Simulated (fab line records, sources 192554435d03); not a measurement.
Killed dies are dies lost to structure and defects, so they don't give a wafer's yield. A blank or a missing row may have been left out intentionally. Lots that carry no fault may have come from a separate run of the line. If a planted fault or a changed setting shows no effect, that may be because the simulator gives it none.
Matching of chambers + flow n5-finfet + N5_HKMG_FIN_PWFM_ALD_03 on ald-metal-02 has 4 sister chambers
The step deposits TiN, target thk 2 nm, pulse time 1 s, purge time 3 s. 4 wafers are shown with their chamber, then 12 later ones without.

EACH WAFER AND ITS CHAMBER
| wafer  | chamber | heater-power-w (W) |
|--------|---------|--------------------|
| L088.3 | 3       | 886                |
| L088.4 | 2       | 791                |
| L088.5 | 0       | 976                |
| L088.6 | 1       | 802                |

WAFERS MISSING THEIR CHAMBER
| wafer  | heater-power-w (W) |
|--------|--------------------|
| L090.1 | 978                |
| L090.2 | 783                |
| L090.3 | 808                |
| L092.1 | 763                |
| L092.4 | 997                |
| L092.6 | 914                |
| L093.1 | 894                |
| L093.2 | 993                |
| L093.3 | 812                |
| L093.4 | 791                |
| L093.5 | 791                |
| L093.6 | 902                |

WHICH CHAMBER EACH ONE RAN IN
| wafer  | from the rows above     | in truth |
|--------|-------------------------|----------|
| L090.1 | 0                       | 0        |
| L090.2 | can't be placed: 2 or 1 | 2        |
| L090.3 | can't be placed: 1 or 2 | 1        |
| L092.1 | can't be placed: 2 or 1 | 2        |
| L092.4 | 0                       | 0        |
| L092.6 | 3                       | 3        |
| L093.1 | 3                       | 3        |
| L093.2 | 0                       | 0        |
| L093.3 | can't be placed: 1 or 2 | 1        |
| L093.4 | can't be placed: 2 or 1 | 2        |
| L093.5 | can't be placed: 2 or 1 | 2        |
| L093.6 | 3                       | 3        |
Correctly placed: 6 of 12. Cannot be placed on the basis of these rows: 6; the candidates contain the true chamber in 6. Placed wrongly: 0.
How it was worked out, from the rows above alone: a wafer's distance from a chamber is the root of the sum, over the readings, of the square of ((its reading less the chamber's mean) divided by the reading's scatter). If the next closest chamber is less than 2 further off than the closest, the wafer can't be placed; otherwise it belongs to the closest. Each chamber's mean is taken over the wafers shown for it. The scatter (one wafer shown for each chamber): square how far every hidden wafer sits from the nearest shown wafer, average those squares and take the square root.
